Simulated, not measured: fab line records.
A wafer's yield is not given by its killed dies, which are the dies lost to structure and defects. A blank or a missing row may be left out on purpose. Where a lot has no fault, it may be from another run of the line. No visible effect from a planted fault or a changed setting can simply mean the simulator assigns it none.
A lot that was struck, set against a sound lot | flow n5-finfet | 39 out of 1938 route steps
Sound: wafers L901.3, L901.4, L901.6. Struck: wafer L911.6 (L911.1, L911.2, from the same lot, were not struck and are left out); the cause is given at the end.
Per side, at each step with rows, come the tool, then ch with its chambers, and then its first start. Under that, the readings that differ: sound wafers | struck wafers | difference of the means | sigmas: that difference in standard deviations of wafers without a fault.
alike: readings whose means differ by less than 2 such deviations, and words and numbers that are the same on both sides. not compared: withheld readings, readings that some wafer has no value for, bounds like >300 that may hide the same value, and numbers for which the record gives no deviation and whose values overlap.
Wherever a step has rows on one side only, a row that says differs or no value, or a row with sigmas, the two part there. When numbers do not overlap yet have no deviation, they are printed without sigmas and do not part them. Lack of a reading on every wafer of one side parts them only where that side has two or more wafers.

first, 12 steps without rows for these wafers: N5_SD_EPI_N_ETCH_35 (etches SOC in N2/H2, overetch 108 nm, time 486 s); N5_SD_EPI_N_STRIP_36 (strips in N2/H2); N5_SD_EPI_N_ETCHBACK_44 (etches SiNx in CH3F/O2, stops on SiO2, target depth 14.5 nm); N5_SD_EPI_N_ETCH_45 (etches SiOCN in CH3F/O2, target depth 6 nm); N5_SD_EPI_N_ETCH_16 (etches SiO2 in CHF3/O2, target depth 5 nm); N5_SD_EPI_N_STRIP_47 (strips in CHF3/O2); N5_SD_EPI_N_SD_RECESS_17 (chemistry HBr/Cl2/O2, target depth 41 nm, time 23.7 s, bt time 3 s); N5_SD_EPI_N_STRIP_38 (strips in N2/H2); N5_SD_EPI_N_WET_ETCH_43 (etches SiO2 in dHF, time 14 s, target depth 1.5 nm); N5_SD_EPI_N_STRIP_18 (strips in SPM, time 750 s); N5_SD_EPI_N_SRD_20 (time 30 s); N5_SD_EPI_N_PRECLEAN_48 (cleans in NF3:NH3, afs cycles 2, time 20 s, sublimation time 60 s).
N5_SD_EPI_N_VAPOR_ETCH_50: etches Si in HCl, time 54 s.
  sound on epi-rpcvd-03 ch 0, day 3 14:10; struck on epi-rpcvd-01 ch 0, day 6 05:45
  alike: throttle-valve-pct
  not compared: susceptor-temp-C
then, 24 steps without rows for these wafers: N5_SD_EPI_N_EPI_21 (deposits Si:P, time 690 s); N5_SD_EPI_N_PRECLEAN_24 (cleans in O3/DIW, time 60 s); N5_SD_EPI_N_SRD_25 (time 30 s); N5_SD_EPI_N_PRECLEAN_49 (cleans in NF3:NH3, afs cycles 1, time 20 s, sublimation time 60 s); N5_SD_EPI_N_LINER_46 (material SiNx, target thk 3 nm); N5_SD_EPI_P_COAT_34 (time 60 s, resist thk 350 nm); N5_SD_EPI_P_COAT_35 (time 60 s, resist thk 35 nm); N5_SD_EPI_P_COAT_03 (resist thk 150 nm); N5_SD_EPI_P_EBR_05; N5_SD_EPI_P_SOFTBAKE_04 (time 60 s); N5_SD_EPI_P_EXPOSE_06 (exposes mask SD P BLK, target cd 240 nm); N5_SD_EPI_P_PEB_07 (peb time 60 s); N5_SD_EPI_P_DEVELOP_08 (develop time 30 s); N5_SD_EPI_P_DESCUM_14 (chemistry O2, time 7.9 s); N5_SD_EPI_P_ETCH_36 (etches SiARC in CF4, target depth 45.5 nm, time 75.8 s); N5_SD_EPI_P_ETCH_37 (etches SOC in N2/H2, overetch 108 nm, time 486 s); N5_SD_EPI_P_STRIP_38 (strips in N2/H2); N5_SD_EPI_P_ETCHBACK_46 (etches SiNx in CH3F/O2, stops on SiO2, target depth 17.5 nm); N5_SD_EPI_P_ETCH_47 (etches SiOCN in CH3F/O2, target depth 25 nm); N5_SD_EPI_P_ETCH_16 (etches SiO2 in CHF3/O2, target depth 5 nm); N5_SD_EPI_P_STRIP_50 (strips in CHF3/O2); N5_SD_EPI_P_SD_RECESS_17 (chemistry HBr/Cl2/O2, target depth 39.1 nm, bt time 3 s); N5_SD_EPI_P_WET_ETCH_45 (etches SiO2 in dHF, time 10.7 s, target depth 2 nm, rinse time 30 s); N5_SD_EPI_P_STRIP_40 (strips in N2/H2).
-- a jump in the record: the struck wafers' starts before and after are 5 days apart (it breaks off in module SD_EPI_P and resumes in module BEOL_M4, where the first step shown is number 1111 of the route) --
N5_BEOL_M4_RC_MEAS_101:
  sound on prober-02 ch 0, day 9 08:33; struck on prober-01 ch 0, day 11 08:59
  reading         | sound          | struck | difference | sigmas
  DIBL_N (mV/V)   | 36.8 37.7 35.1 | 31.9   | -4.6       | -3
  IOFF_N (nA/um)  | 0.17 0.19 0.15 | 0.09   | -0.08      | -3
  ION_N (uA/um)   | 687 686 679    | 638    | -46        | -4
  REXT_N (ohm.um) | 74.0 74.4 74.8 | 90.8   | +16.4      | +11
  SS_N (mV/dec)   | 72.1 72.6 71.0 | 70.6   | -1.3       | -2
  VT_N (mV)       | 249 247 248    | 259    | +11        | +4
  VT_N_LVT (mV)   | 96 95 97       | 108    | +12        | +4
  alike: DIBL_P, IOFF_P, ION_P, SS_P, VT_P
-- a jump in the record: the struck wafers' starts before and after are 4 days apart (it breaks off in module BEOL_M4 and resumes in module PASSIVATION, where the first step shown is number 1936 of the route) --
N5_PASSIVATION_PROBE_49:
  struck on prober-02, day 15 11:06; sound on prober-02, day 14 00:32
  reading              | sound | struck | difference | sigmas
  sort_bin_8_speed (%) | 0 0 0 | 1.95   | +1.95      | +99 or more
  alike: defect-limited-yield, killed_at_M0_to_M3, killed_at_M4_up, killed-at-contacts, killed-at-front-end, killed-at-other, killed-dies, killed-open, killed-short, sort_bin_5_function, sort_bin_6_memory, sort-n-pass, sort-yield-pct

WHERE THEY PART
Earliest at N5_BEOL_M4_RC_MEAS_101; latest, in this record, at N5_PASSIVATION_PROBE_49.

WHY: what had been put in by the simulator
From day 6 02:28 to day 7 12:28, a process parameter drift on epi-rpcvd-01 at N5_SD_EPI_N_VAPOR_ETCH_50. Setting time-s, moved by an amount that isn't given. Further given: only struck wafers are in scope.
